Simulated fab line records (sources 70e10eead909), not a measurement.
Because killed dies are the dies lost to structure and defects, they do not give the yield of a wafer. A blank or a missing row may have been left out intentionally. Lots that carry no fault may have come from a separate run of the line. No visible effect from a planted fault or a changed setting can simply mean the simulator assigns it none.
Which tool is to blame? | flow nand_harc | 24 lots, 72 wafers sampled, at 2 steps of a route of 1302

WHAT EACH GAUGE READ, for each wafer
NHARC_P_M0_CD_MEAS_09: the cd target is 90 nm. Usual: cd_nm at 89.9 nm, with a standard deviation of 0.6.
lot  | measured     | on        | cd_nm (nm)     | flag
L074 | day 6 06:40  | cd_sem-01 | 90.2 90.1 90.2 |
L076 | day 6 23:14  | cd_sem-02 | 90.7 90.0 89.6 |
L075 | day 6 23:32  | cd_sem-01 | 89.7 89.8 90.3 |
L077 | day 7 11:02  | cd_sem-02 | 88.9 89.9 89.5 |
L078 | day 7 15:41  | cd_sem-03 | 90.0 89.3 90.6 |
L079 | day 7 22:30  | cd_sem-01 | 89.5 90.2 89.3 |
L080 | day 8 11:53  | cd_sem-02 | 89.9 90.0 90.8 |
L081 | day 9 04:47  | cd_sem-01 | 89.9 89.3 90.5 |
L082 | day 9 11:26  | cd_sem-01 | 89.4 89.3 89.3 |
L083 | day 9 23:59  | cd_sem-02 | 89.7 89.9 89.7 |
L084 | day 10 08:48 | cd_sem-01 | 89.2 88.4 89.0 |
L085 | day 10 12:56 | cd_sem-01 | 89.8 90.1 90.1 |
L086 | day 11 06:28 | cd_sem-03 | 90.0 90.1 90.2 |
L087 | day 11 06:40 | cd_sem-02 | 90.7 89.9 90.1 |
L088 | day 12 00:52 | cd_sem-03 | 90.2 90.4 89.9 |
L089 | day 12 01:34 | cd_sem-03 | 89.6 89.4 90.3 |
L090 | day 12 14:56 | cd_sem-01 | 90.7 89.9 90.5 |
L091 | day 13 02:56 | cd_sem-02 | 91.5 89.9 91.0 |
L092 | day 13 16:14 | cd_sem-02 | 89.0 88.3 89.1 |
L093 | day 13 19:38 | cd_sem-03 | 91.3 91.3 89.8 |
L094 | day 14 07:45 | cd_sem-03 | 89.5 90.0 90.1 |
L095 | day 14 19:39 | cd_sem-02 | 89.1 88.9 89.1 |
L096 | day 15 16:05 | cd_sem-01 | 89.2 89.6 89.8 |
L097 | day 15 18:07 | cd_sem-03 | 89.6 89.4 90.0 |

WHAT TOOL EACH LOT RAN ON (gives the tool, then ch and the chambers of the sampled wafers, and finally the start)
lot  | NHARC_P_CONTACT_ETCH_35
L074 | rie_diel-12 ch 1,2, day 6 02:53
L076 | rie_diel-12 ch 1,2, day 6 19:09
L075 | rie_diel-04 ch 2,3, day 6 19:35
L077 | rie_diel-04 ch 0,1,2, day 7 07:14
L078 | rie_diel-13 ch 1,2,3, day 7 11:46
L079 | rie_diel-12 ch 0,1,2, day 7 18:36
L080 | rie_diel-04 ch 1,2,3, day 8 07:53
L081 | rie_diel-12 ch 0,2,3, day 9 00:19
L082 | rie_diel-12 ch 0,1,2, day 9 07:25
L083 | rie_diel-13 ch 2,3, day 9 20:05
L084 | rie_diel-12 ch 0,2,3, day 10 04:55
L085 | rie_diel-04 ch 2,3, day 10 09:11
L086 | rie_diel-13 ch 0,3, day 11 02:30
L087 | rie_diel-04 ch 0,1,2, day 11 02:41
L088 | rie_diel-13 ch 0,2,3, day 11 21:04
L089 | rie_diel-04 ch 0,1,2, day 11 21:48
L090 | rie_diel-04 ch 0,1, day 12 10:53
L091 | rie_diel-12 ch 0,2,3, day 12 23:09
L092 | rie_diel-04 ch 0,3, day 13 12:28
L093 | rie_diel-04 ch 0,2,3, day 13 15:53
L094 | rie_diel-12 ch 0,1,2, day 14 03:44
L095 | rie_diel-12 ch 0,1,3, day 14 15:43
L096 | rie_diel-04 ch 0,1,3, day 15 12:06
L097 | rie_diel-04 ch 2,3, day 15 14:04
- NHARC_P_CONTACT_ETCH_35: etches the open film in CF4, target depth 39 nm, time 65 s.

WHAT THE TOOLS THEMSELVES READ (means of the sampled wafers that have a number; where no wafer has one, the mark that the record gives instead)
NHARC_P_CONTACT_ETCH_35. Usual: drypump_motor_current_A 5.7 A, standard deviation 0.5; oes_product_au 1.001 a.u., standard deviation 0.011; rf_vpp_V 151.4 V, standard deviation 1.1; showerhead_plenum_p_Torr 1.78 Torr, standard deviation 0.069; throttle_valve_pct 13.283 %, standard deviation 0.0086.
lot  | tool        | drypump_motor_current_A (A) | oes_product_au (a.u.) | rf_vpp_V (V) | showerhead_plenum_p_Torr (Torr) | throttle_valve_pct (%) | flag
L074 | rie_diel-12 | 6.0                         | 0.989                 | 151.7        | 1.79                            | 13.288                 |
L076 | rie_diel-12 | 5.5                         | 0.997                 | 151.8        | 1.81                            | 13.281                 |
L075 | rie_diel-04 | 5.6                         | 0.999                 | 151.5        | 1.80                            | 13.287                 |
L077 | rie_diel-04 | 5.9                         | 1.001                 | 151.5        | 1.83                            | 13.273                 |
L078 | rie_diel-13 | 5.2                         | 1.006                 | 150.6        | 1.69                            | 13.289                 |
L079 | rie_diel-12 | 6.0                         | 0.986                 | 151.6        | 1.76                            | 13.281                 |
L080 | rie_diel-04 | 5.7                         | 1.010                 | 153.0        | 1.83                            | 13.278                 |
L081 | rie_diel-12 | 6.0                         | 0.996                 | 151.1        | 1.73                            | 13.284                 |
L082 | rie_diel-12 | 6.0                         | 0.992                 | 150.2        | 1.76                            | 13.285                 |
L083 | rie_diel-13 | 5.1                         | 1.000                 | 149.9        | 1.69                            | 13.286                 |
L084 | rie_diel-12 | 5.9                         | 0.988                 | 151.3        | 1.73                            | 13.295                 |
L085 | rie_diel-04 | 5.7                         | 1.006                 | 151.6        | 1.83                            | 13.279                 |
L086 | rie_diel-13 | 5.4                         | 0.996                 | 150.1        | 1.69                            | 13.273                 |
L087 | rie_diel-04 | 5.9                         | 1.010                 | 152.2        | 1.82                            | 13.287                 |
L088 | rie_diel-13 | 5.2                         | 0.994                 | 150.4        | 1.69                            | 13.271                 |
L089 | rie_diel-04 | 5.9                         | 1.015                 | 151.9        | 1.82                            | 13.279                 |
L090 | rie_diel-04 | 6.2                         | 1.001                 | 152.1        | 1.85                            | 13.277                 |
L091 | rie_diel-12 | 6.0                         | 0.999                 | 150.5        | 1.73                            | 13.284                 |
L092 | rie_diel-04 | 6.2                         | 1.009                 | 152.4        | 1.85                            | 13.282                 |
L093 | rie_diel-04 | 5.9                         | 1.011                 | 151.6        | 1.82                            | 13.286                 |
L094 | rie_diel-12 | 5.9                         | 1.007                 | 151.6        | 1.76                            | 13.276                 |
L095 | rie_diel-12 | 5.5                         | 1.003                 | 151.0        | 1.75                            | 13.277                 |
L096 | rie_diel-04 | 6.0                         | 0.998                 | 152.2        | 1.86                            | 13.278                 |
L097 | rie_diel-04 | 5.6                         | 1.012                 | 151.9        | 1.79                            | 13.289                 |

THE ANSWER, worked out from the rows above alone
Rule: a lot is off if the mean of its wafers that have a number lies more than 3 standard deviations from the usual mean. A lot without any number at a reading at which 4 lots or more have one is off too. All remaining lots with rows at the step are treated as sound. The gauges are gone through in route order, then the tools' own readings, and for those a lot's mean is taken as printed above. The first step at which some lot is off is used, and at that step the reading that is off furthest; a lot without a number counts as furthest.
None of the lots is off at any reading shown; this tells nothing.

WHAT HAD BEEN PUT IN BY THE SIMULATOR
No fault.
